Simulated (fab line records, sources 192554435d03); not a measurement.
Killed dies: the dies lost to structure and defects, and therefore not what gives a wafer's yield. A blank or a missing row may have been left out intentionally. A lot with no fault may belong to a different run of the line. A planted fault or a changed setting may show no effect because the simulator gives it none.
Split-lot trial    flow n5_finfet    route with 1938 steps; 7 lots, 39 wafers read

ABOUT THE SPLIT
At N5_BEOL_M10_ETCH_62 (etches SOC in N2/H2, target depth 110 nm, overetch 22 nm, time 165 s), the setting time_s was moved away from the recipe's 165 s on 12 of the 39 wafers read, by -37.0% to +42.9%. All remaining wafers had this setting at the recipe value.

Reading taken at the split's own step.

THE READING
SiARC_of_BEOL_M10_COAT_60.thk_nm (the simulator's own value, which no gauge read), in nm, at N5_BEOL_M10_ETCH_62 (etches SOC in N2/H2, target depth 110 nm, overetch 22 nm, time 165 s). No usual value for it is given in the file. Average 23.5 nm, standard deviation 0.21 nm, over the 27 wafers here run with the recipe.

wafer   tool, chamber at the split  time_s as run, s  against the recipe  SiARC_of_BEOL_M10_COAT_60.thk_nm, nm  against lot-mates on the recipe
L074.1  rie_diel-04, 1              227.6             +37.9%              21                                    -2.5
L074.2  rie_diel-04, 2              227.6             +37.9%              21.4                                  -2.1
L074.3  rie_diel-04, 0              165               recipe              23.2                                  -
L074.4  rie_diel-04, 3              165               recipe              23.4                                  -
L074.5  rie_diel-04, 2              165               recipe              23.8                                  -
L074.6  rie_diel-04, 1              227.6             +37.9%              20.8                                  -2.7
L076.1  rie_diel-02, 3              165               recipe              23.2                                  -
L076.6  rie_diel-02, 3              165               recipe              23.2                                  -
L076.2  rie_diel-02, 0,1,2          165               recipe              23.6                                  -
L076.3  rie_diel-02, 0,1,2          165               recipe              23.6                                  -
L076.5  rie_diel-02, 0,1,2          165               recipe              23.6                                  -
L076.4  rie_diel-02, 2              165               recipe              23.8                                  -
L080.1  rie_diel-03, 0              165               recipe              23.2                                  -
L080.5  rie_diel-03, 0              165               recipe              23.2                                  -
L080.2  rie_diel-03, 2              127.9             -22.5%              24.8                                  +1.4
L080.3  rie_diel-03, 3              165               recipe              23.8                                  -
L080.4  rie_diel-03, 1              127.9             -22.5%              25                                    +1.6
L080.6  rie_diel-03, 1              127.9             -22.5%              25.2                                  +1.8
L083.1  rie_diel-04, 0,3,3          165               recipe              23.4                                  -
L083.3  rie_diel-04, 0,3,3          165               recipe              23.4                                  -
L083.5  rie_diel-04, 0,3,3          165               recipe              23.4                                  -
L083.2  rie_diel-04, 2,1            165               recipe              23.6                                  -
L083.4  rie_diel-04, 2,1            165               recipe              23.6                                  -
L083.6  rie_diel-04, 2              165               recipe              23.8                                  -
L085.1  rie_diel-02, 1,2            103.9             -37.0%              26                                    +2.5
L085.2  rie_diel-02, 1,2            103.9             -37.0%              26                                    +2.5
L085.3  rie_diel-02, 0              103.9             -37.0%              26.2                                  +2.7
L085.4  rie_diel-02, 3              165               recipe              23.2                                  -
L085.5  rie_diel-02, 2,1            165               recipe              23.6                                  -
L085.6  rie_diel-02, 2,1            165               recipe              23.6                                  -
L089.1  rie_diel-04, 1              165               recipe              23.4                                  -
L089.6  rie_diel-04, 1              165               recipe              23.4                                  -
L089.2  rie_diel-04, 2              235.8             +42.9%              21                                    -2.5
L089.3  rie_diel-04, 0,3            235.8             +42.9%              20.4                                  -3.1
L089.4  rie_diel-04, 0,3            235.8             +42.9%              20.4                                  -3.1
L089.5  rie_diel-04, 2              165               recipe              23.6                                  -
L097.1  rie_diel-04, 0              165               recipe              23.4                                  -
L097.2  rie_diel-04, 3              165               recipe              23.6                                  -
L097.4  rie_diel-04, 2              165               recipe              23.8                                  -
When a row names more than one chamber, that row covers several wafers, and the file does not tell which wafer ran in which chamber.

THE FIT
A straight line over all 39 wafers: SiARC_of_BEOL_M10_COAT_60.thk_nm changes by -0.067 nm for each +1% of time_s; r = -0.99; the points scatter about the line by 0.22 nm.
The same after taking each lot's own level away (the mean of its wafers on the recipe; 39 wafers): -0.0673 nm for each +1%; r = -0.99; scatter 0.21 nm.
The reading moves by 2.9 nm for the largest change in time_s, on that fit.
Across the lots, their own levels run from 23.40 to 23.60 nm, a range of 1.0 times the standard deviation given above.
The two slopes are in agreement: the lot-to-lot level therefore moves the slope only a little.
Check: with one of the wafers moved furthest among these (+42.9%) left out of the fit, the line predicts -2.92 nm for it against its lot-mates. Against them it came out at -2.47 nm.

ADDITIONAL SPLITS CARRIED BY THESE WAFERS
Before the reading, these wafers also passed through other splits. Each is held against what the fit with the lots' levels taken away leaves over:
other split on the same wafers    wafers away from the commonest value  r with SiARC_of_BEOL_M10_COAT_60.thk_nm (lot level and that fit taken away)
N5_BEOL_M7_TRENCH_ETCH_37 time_s  18                                    -0.06

THE WHOLE CHAIN: every reading that the file lists as answering this split, in the file's order
step                    what it does                                                          reading                                                                            change (the file's fit)                                                               r (the file's)
N5_BEOL_M10_ETCH_62     etches SOC in N2/H2, target depth 110 nm, overetch 22 nm, time 165 s  SiARC_of_BEOL_M10_COAT_60.thk_nm (the simulator's own value, which no gauge read)  -0.0671 nm for each +1% of the setting                                                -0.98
N5_BEOL_M10_HM_OPEN_17  chemistry Cl2/BCl3, target TiN, target depth 20 nm, overetch 6 nm     etch.depth_nm (the simulator's own value, which no gauge read)                     not straight: 20.41 at the lowest setting, 20.12 at the recipe, 13.25 at the highest  not given

FILE'S OWN FIT
SiARC_of_BEOL_M10_COAT_60.thk_nm changes by -0.0671 nm for each +1% of time_s, r = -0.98.
